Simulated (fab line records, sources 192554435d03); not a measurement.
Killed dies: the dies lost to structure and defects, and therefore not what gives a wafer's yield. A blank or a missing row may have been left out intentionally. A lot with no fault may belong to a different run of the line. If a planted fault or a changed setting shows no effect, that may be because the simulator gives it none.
Struck lot and sound lot, side by side :: flow n5_finfet :: 16 out of 1938 route steps
Sound: the wafers L126.1, L126.3, L126.4. Struck: wafer L120.3; the same lot's L120.1 was not struck, so it is left out; see the end for the cause.
Order at every step that has rows: each side's tool, ch and its chambers, its first start. Under that, the readings that differ: sound wafers :: struck wafers :: difference of the means :: sigmas: that difference in standard deviations of wafers without a fault.
alike: readings with means less than 2 such deviations apart, plus words and numbers identical on both sides. not compared: withheld readings, readings lacking a value on some wafer, bounds such as >300 that could conceal the same value, and numbers that have no deviation in the record and whose values overlap.
The two part at a step that has a row with sigmas, a row that says differs or no value, or rows on one side only. Numbers that have no deviation but don't overlap get no sigmas and don't part them. Lack of a reading on every wafer of one side parts them only where that side has two or more wafers.

first, 8 steps without rows for these wafers: N5_BEOL_M4_COAT_68 (time 60 s, resist thk 12 nm); N5_BEOL_M4_COAT_76 (time 60 s, resist thk 5 nm); N5_BEOL_M4_COAT_22 (resist thk 30 nm); N5_BEOL_M4_EBR_24; N5_BEOL_M4_SOFTBAKE_23 (time 60 s); N5_BEOL_M4_EXPOSE_25 (exposes mask V3, defocus 5 nm); N5_BEOL_M4_PEB_26 (peb time 60 s); N5_BEOL_M4_DEVELOP_27 (develop time 30 s).
N5_BEOL_M4_CD_MEAS_28: target cd 26.2 nm, target cd y 24.1 nm.
  sound on cd_sem-02 ch 0, day 10 17:51; struck on cd_sem-01 ch 0, day 9 08:22
  alike: cd_nm
N5_BEOL_M4_OVL_MEAS_29:
  sound on overlay-01 ch 0, day 10 17:53; struck on overlay-01 ch 0, day 9 08:24
  alike: V3_OVL
N5_BEOL_M4_INSPECT_30: inspects for defects (brightfield).
  sound on defect_inspect-02, day 10 17:56; struck on defect_inspect-02, day 9 08:28
  alike: raw_defect_count
N5_BEOL_M4_DESCUM_33: chemistry O2, time 7 s.
  sound on rie_diel-05 ch 1,2,3, day 10 17:58; struck on rie_diel-01 ch 0, day 9 08:29
  alike: drypump_motor_current_A, oes_product_au, rf_vpp_V, showerhead_plenum_p_Torr, throttle_valve_pct
  not compared: rf_hours_counter_h
N5_BEOL_M4_ETCH_77: etches underlayer in N2/H2, target depth 6.5 nm, time 5.2 s.
  sound on rie_diel-05 ch 1,2,3, day 10 18:01; struck on rie_diel-01 ch 0, day 9 08:32
reading: etch_rf_on_time_s (s)
sound: 5.03 5.43 5.36
struck: 5.86
difference: +0.59
sigmas: +4
  alike: drypump_motor_current_A, oes_product_au, rf_vpp_V, showerhead_plenum_p_Torr, throttle_valve_pct
  not compared: rf_hours_counter_h
N5_BEOL_M4_ETCH_69: etches SiARC in CF4, target depth 15.6 nm, time 26 s.
  sound on rie_diel-05 ch 1,2,3, day 10 18:02; struck on rie_diel-01 ch 0, day 9 08:33
  alike: drypump_motor_current_A, etch_rf_on_time_s, oes_product_au, rf_vpp_V, showerhead_plenum_p_Torr, throttle_valve_pct
  not compared: rf_hours_counter_h
N5_BEOL_M4_RC_MEAS_101:
  sound on prober-01 ch 0, day 11 12:05; struck on prober-02 ch 0, day 10 11:35
  alike: DIBL_N, DIBL_P, IOFF_N, IOFF_P, ION_N, ION_P, SS_N, SS_P, VT_N, VT_P
-- here the record skips 5 days between the struck wafers' starts before and after, leaving off in module BEOL_M4 and picking up in module PASSIVATION (first step shown: number 1936 of the route) --
N5_PASSIVATION_PROBE_49:
  sound on prober-02, day 15 11:19; struck on prober-01, day 15 01:18
reading: killed_at_contacts
sound: 18 26 18
struck: 2
difference: -19
sigmas: -3
  alike: defect_limited_yield, killed_at_M0_to_M3, killed_at_M4_up, killed_at_front_end, killed_at_other, killed_dies, killed_open, killed_short, sort_bin_4_leakage, sort_bin_5_function, sort_bin_6_memory, sort_n_pass, sort_yield_pct

## WHERE THEY PART
Last at N5_PASSIVATION_PROBE_49 as far as this record goes, first at N5_BEOL_M4_ETCH_77.

WHY: what had been put in by the simulator
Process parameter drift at N5_BEOL_M4_ETCH_77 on rie_diel-01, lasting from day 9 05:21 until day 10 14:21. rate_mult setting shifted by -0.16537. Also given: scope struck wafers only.
